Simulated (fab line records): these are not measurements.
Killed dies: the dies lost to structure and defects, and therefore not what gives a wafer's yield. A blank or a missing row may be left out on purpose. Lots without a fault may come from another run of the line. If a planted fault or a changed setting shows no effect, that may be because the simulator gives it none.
What tool caused it? / flow n5-finfet / 12 lots with 36 wafers sampled at 2 steps, on a route of 1938 steps

== WHAT THE GAUGES SHOWED, per wafer ==
N5_MOL_CONTACT_COAG_INSPECT_57: inspects for defects (brightfield). Usual: 193 for raw-defect-count, sd 54.
lot=L332; measured=day 5 01:41; on=defect-inspect-01; raw-defect-count=312 256 233; flag=
lot=L333; measured=day 5 10:38; on=defect-inspect-02; raw-defect-count=178 145 197; flag=
lot=L334; measured=day 5 17:13; on=defect-inspect-01; raw-defect-count=129 191 197; flag=
lot=L337; measured=day 6 08:16; on=defect-inspect-01; raw-defect-count=297 197 186; flag=
lot=L341; measured=day 7 10:59; on=defect-inspect-01; raw-defect-count=145 203 137; flag=
lot=L342; measured=day 7 16:31; on=defect-inspect-01; raw-defect-count=209 197 402; flag=
lot=L347; measured=day 8 21:00; on=defect-inspect-02; raw-defect-count=164 170 162; flag=
lot=L346; measured=day 9 01:07; on=defect-inspect-02; raw-defect-count=175 154 192; flag=
lot=L350; measured=day 9 16:31; on=defect-inspect-01; raw-defect-count=138 127 153; flag=
lot=L353; measured=day 10 10:08; on=defect-inspect-02; raw-defect-count=177 207 309; flag=
lot=L354; measured=day 10 17:04; on=defect-inspect-01; raw-defect-count=122 147 139; flag=
lot=L355; measured=day 11 15:23; on=defect-inspect-01; raw-defect-count=147 158 138; flag=

== WHICH TOOL RAN EACH LOT (tool, then ch and the chambers of the sampled wafers, then the start) ==
lot=L332; N5_MOL_CONTACT_COAG_ALD_123=ald-sin-04 ch 0,2, day 5 00:46
lot=L333; N5_MOL_CONTACT_COAG_ALD_123=ald-sin-04 ch 0,2,3, day 5 09:43
lot=L334; N5_MOL_CONTACT_COAG_ALD_123=ald-sin-01 ch 1,3, day 5 16:17
lot=L337; N5_MOL_CONTACT_COAG_ALD_123=ald-sin-01 ch 1,2, day 6 07:13
lot=L341; N5_MOL_CONTACT_COAG_ALD_123=ald-sin-01 ch 1,3, day 7 10:04
lot=L342; N5_MOL_CONTACT_COAG_ALD_123=ald-sin-01 ch 1,3, day 7 15:34
lot=L347; N5_MOL_CONTACT_COAG_ALD_123=ald-sin-01 ch 0,1, day 8 19:57
lot=L346; N5_MOL_CONTACT_COAG_ALD_123=ald-sin-02 ch 0,1,3, day 9 00:03
lot=L350; N5_MOL_CONTACT_COAG_ALD_123=ald-sin-02 ch 0,2,3, day 9 15:35
lot=L353; N5_MOL_CONTACT_COAG_ALD_123=ald-sin-04 ch 0,2, day 10 09:05
lot=L354; N5_MOL_CONTACT_COAG_ALD_123=ald-sin-04 ch 0,1,2, day 10 16:07
lot=L355; N5_MOL_CONTACT_COAG_ALD_123=ald-sin-04 ch 0,1,3, day 11 14:27
- N5_MOL_CONTACT_COAG_ALD_123: deposits SiNx, target thk 5 nm, pulse time 1 s, purge time 2 s.

== WHAT THE TOOLS THEMSELVES READ (means of the sampled wafers that have a number; where no wafer has one, the mark that the record gives instead) ==
N5_MOL_CONTACT_COAG_ALD_123. Usual: heater-power-w 843 W, standard deviation 97; precursor-pulse-height-rel 0.998, standard deviation 0.02.
lot=L332; tool=ald-sin-04; heater-power-w (W)=807; precursor-pulse-height-rel=1.009; flag=
lot=L333; tool=ald-sin-04; heater-power-w (W)=829; precursor-pulse-height-rel=1.007; flag=
lot=L334; tool=ald-sin-01; heater-power-w (W)=878; precursor-pulse-height-rel=0.989; flag=
lot=L337; tool=ald-sin-01; heater-power-w (W)=850; precursor-pulse-height-rel=0.996; flag=
lot=L341; tool=ald-sin-01; heater-power-w (W)=876; precursor-pulse-height-rel=0.995; flag=
lot=L342; tool=ald-sin-01; heater-power-w (W)=803; precursor-pulse-height-rel=0.990; flag=
lot=L347; tool=ald-sin-01; heater-power-w (W)=768; precursor-pulse-height-rel=1.004; flag=
lot=L346; tool=ald-sin-02; heater-power-w (W)=780; precursor-pulse-height-rel=0.999; flag=
lot=L350; tool=ald-sin-02; heater-power-w (W)=759; precursor-pulse-height-rel=1.000; flag=
lot=L353; tool=ald-sin-04; heater-power-w (W)=816; precursor-pulse-height-rel=1.002; flag=
lot=L354; tool=ald-sin-04; heater-power-w (W)=827; precursor-pulse-height-rel=0.986; flag=
lot=L355; tool=ald-sin-04; heater-power-w (W)=843; precursor-pulse-height-rel=0.983; flag=

== THE ANSWER, worked out from the rows above alone ==
Rule: lot off if the mean of its wafers having a number is beyond 3 standard deviations from the usual mean. A lot without any number at a reading at which 4 lots or more have one is off too. All remaining lots with rows at the step are treated as sound. After the gauges, taken in route order, come the tools' own readings; for these a lot's mean is taken, as printed above. The first step at which some lot is off is used, and at that step the reading that is off furthest; a lot without a number counts as furthest.
No lot is off at any reading shown: from this, nothing can be told.

== WHAT THE SIMULATOR PUT IN ==
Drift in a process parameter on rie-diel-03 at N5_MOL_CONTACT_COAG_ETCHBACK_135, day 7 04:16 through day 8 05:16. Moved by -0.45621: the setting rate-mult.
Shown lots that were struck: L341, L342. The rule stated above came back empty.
